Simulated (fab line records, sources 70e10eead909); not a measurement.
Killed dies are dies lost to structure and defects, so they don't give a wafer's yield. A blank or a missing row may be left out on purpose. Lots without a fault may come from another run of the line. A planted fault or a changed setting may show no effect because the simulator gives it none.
One fault seen from 2 desks | flow nand_harc | each desk has only its own numbers; what lay behind them comes last

THE METROLOGY DESK
What the gauges read, lot by lot, whatever tool the lot ran on: means of the sampled wafers that have a number. A lot is out of limits, marked OUT, if its mean lies more than 4 standard deviations from the usual mean; the brackets give that distance.
Columns: A = cd_nm at NHARC_P_BONDPAD_CD_MEAS_09, usual 500.3 nm; B = overlay_x_nm at NHARC_P_BONDPAD_OVL_MEAS_38, usual 1 nm; C = overlay_y_nm at NHARC_P_BONDPAD_OVL_MEAS_38, usual 0 nm; D = thk_nm at NHARC_A_ONON_D1_THK_MEAS_18, usual 1001 nm
lot  | first seen here | A     | B   | C  | D
L948 | day 6 14:01     | 499.2 | 4   | -3 | 997
L947 | day 6 14:35     | 501.6 | 2   | 1  | 999
L949 | day 7 02:40     | 500.0 | -10 | 7  | 1021
L950 | day 7 03:04     | 501.5 | 1   | 6  | 1015
L951 | day 7 05:40     | 498.1 | 0   | -6 | 988
L952 | day 7 12:58     | 499.0 | -0  | -8 | 992
L960 | day 9 15:03     | 500.5 | 10  | -3 | 1230 (+21) OUT
L959 | day 9 16:07     | 498.4 | -9  | 4  | 1226 (+20) OUT
L963 | day 10 10:11    | 500.2 | 3   | 11 | 996
L966 | day 11 06:32    | 499.5 | -2  | -0 | 1004
L969 | day 11 19:24    | 501.5 | 3   | -5 | 998
This desk's finding: out of limits on L959, L960; first on L960, day 11 03:50 (thk_nm at NHARC_A_ONON_D1_THK_MEAS_18). In limits: L948, L947, L949, L950, L951, L952, L963, L966, L969.

THE TOOL OWNER'S DESK: pecvd_onon-03
The tool's own readings at NHARC_A_ONON_D1_DEP_16 (target thk 1000 nm): means of the sampled wafers that have a number, for each lot that ran on this tool. A lot is out of limits, marked OUT, if its mean lies more than 4 standard deviations from the usual mean; the brackets give that distance.
Columns: A = susceptor_temp_C at NHARC_A_ONON_D1_DEP_16, usual 399.93 C
lot  | first seen here | A
L950 | day 8 15:06     | 399.81
L960 | day 11 03:20    | 400.04
L959 | day 11 03:41    | 400.14
This desk's finding: nothing out of limits on any of the 3 lots.

PUT TOGETHER
The metrology desk could have raised an alarm at day 11 03:50, on L959, L960.
The tool owner's desk saw nothing out of limits.
The tool owner's desk has L959, L960 on record, within its limits.
Of the lots named, all ran NHARC_A_ONON_D1_DEP_16 on pecvd_onon-03.

WHAT THE SIMULATOR HAD PUT IN
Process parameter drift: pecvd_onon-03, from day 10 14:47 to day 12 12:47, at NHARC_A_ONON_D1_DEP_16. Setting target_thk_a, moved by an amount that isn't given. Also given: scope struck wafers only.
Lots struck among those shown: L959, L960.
Hours from the fault's start to each desk's first reading out of limits: the metrology desk, 13.
